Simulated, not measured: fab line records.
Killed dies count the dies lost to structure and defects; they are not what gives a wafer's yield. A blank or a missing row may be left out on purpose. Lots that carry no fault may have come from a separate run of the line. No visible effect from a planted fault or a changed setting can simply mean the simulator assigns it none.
Lot-split experiment -- flow n5-finfet -- 21 wafers read across 7 lots, on a route 1938 steps long

## THE SPLIT ITSELF
At N5_SD_EPI_P_COAT_03 (resist thk 150 nm), the setting spin-rpm was moved away from the recipe's 1500 rpm on 10 of the 21 wafers read, by +3.3% to +9.7%. For the rest of the wafers, this setting stayed at what the recipe calls for.

## FROM THE SPLIT TO THE READING: what the file shows between them, 5 steps
- N5_SD_EPI_P_EBR_05
- N5_SD_EPI_P_SOFTBAKE_04: time 60 s
- N5_SD_EPI_P_EXPOSE_06: exposes mask SD P BLK, target cd 240 nm
- N5_SD_EPI_P_PEB_07: peb time 60 s
- N5_SD_EPI_P_DEVELOP_08: develop time 30 s

## THE READING
CAR-ArF-block_of_SD_EPI_P_COAT_03.thk-nm (the simulator's own value, which no gauge read), in nm, at N5_SD_EPI_P_DESCUM_14 (chemistry O2, time 7.9 s). The file does not state a usual value for it. Here, 11 wafers ran the recipe; their average is 143.4 nm with a standard deviation of 0.48 nm.

wafer,"tool, chamber at the split","spin-rpm as run, rpm",against the recipe,"CAR-ArF-block_of_SD_EPI_P_COAT_03.thk-nm, nm",against lot-mates on the recipe
L077.1,"litho-track-02, 0",1500,recipe,142.6,-
L077.3,"litho-track-02, 0",1646,+9.7%,136.2,-6.4
L077.4,"litho-track-02, 0",1646,+9.7%,136.2,-6.4
L078.1,"litho-track-03, 0",1500,recipe,144,-
L078.2,"litho-track-03, 0",1583,+5.5%,140,-4.0
L078.4,"litho-track-03, 0",1583,+5.5%,139.8,-4.2
L079.1,"litho-track-03, 0",1592,+6.1%,140,-3.8
L079.2,"litho-track-03, 0",1592,+6.1%,139.6,-4.2
L079.6,"litho-track-03, 0",1500,recipe,143.8,-
L082.2,"litho-track-02, 0",1500,recipe,143,-
L082.4,"litho-track-02, 0",1500,recipe,143,-
L082.5,"litho-track-02, 0",1500,recipe,142.8,-
L083.1,"litho-track-05, 0",1500,recipe,143.6,-
L083.2,"litho-track-05, 0",1500,recipe,143.8,-
L083.6,"litho-track-05, 0",1500,recipe,143.4,-
L087.1,"litho-track-03, 0",1500,recipe,143.8,-
L087.2,"litho-track-03, 0",1500,recipe,144,-
L087.4,"litho-track-03, 0",1549,+3.3%,141.2,-2.7
L089.1,"litho-track-05, 0",1583,+5.5%,139.4,no lot-mate on the recipe
L089.2,"litho-track-05, 0",1583,+5.5%,139.2,no lot-mate on the recipe
L089.4,"litho-track-05, 0",1583,+5.5%,139,no lot-mate on the recipe

FIT RESULTS
A straight line over all 21 wafers: CAR-ArF-block_of_SD_EPI_P_COAT_03.thk-nm changes by -0.711 nm for each +1% of spin-rpm; r = -0.98; the points scatter about the line by 0.49 nm.
The same after taking each lot's own level away (the mean of its wafers on the recipe; 18 wafers): -0.671 nm for each +1%; r = -1.00; scatter 0.23 nm.
According to that fit, moving spin-rpm by its largest amount changes the reading by 6.5 nm.
The span of the lots' own levels, 142.60 to 144.00 nm, comes to 2.9 times the standard deviation stated above.
The two slopes agree, so the slope changes little with the lot-to-lot level.
Check: -6.64 nm against its lot-mates is what the line predicts for one of the wafers moved furthest among these (+9.7%) when that wafer is left out of the fit. Against them it came out at -6.4 nm.

## THE WHOLE CHAIN: every reading that the file lists as answering this split, in the file's order
step,what it does,reading,change (the file's fit),r (the file's)
N5_SD_EPI_P_COAT_03,resist thk 150 nm,"CAR-ArF-block_of_SD_EPI_P_COAT_03.thk-nm (the simulator's own value, which no gauge read)",-0.685 nm for each +1% of the setting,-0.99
N5_SD_EPI_P_DEVELOP_08,develop time 30 s,"CAR-ArF-block_of_SD_EPI_P_COAT_03.thk-nm (the simulator's own value, which no gauge read)",-0.673 nm for each +1% of the setting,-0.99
N5_SD_EPI_P_DESCUM_14,"chemistry O2, time 7.9 s","CAR-ArF-block_of_SD_EPI_P_COAT_03.thk-nm (the simulator's own value, which no gauge read)",-0.681 nm for each +1% of the setting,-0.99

## THE FILE'S OWN FIT
CAR-ArF-block_of_SD_EPI_P_COAT_03.thk-nm changes by -0.681 nm for each +1% of spin-rpm, r = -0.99.
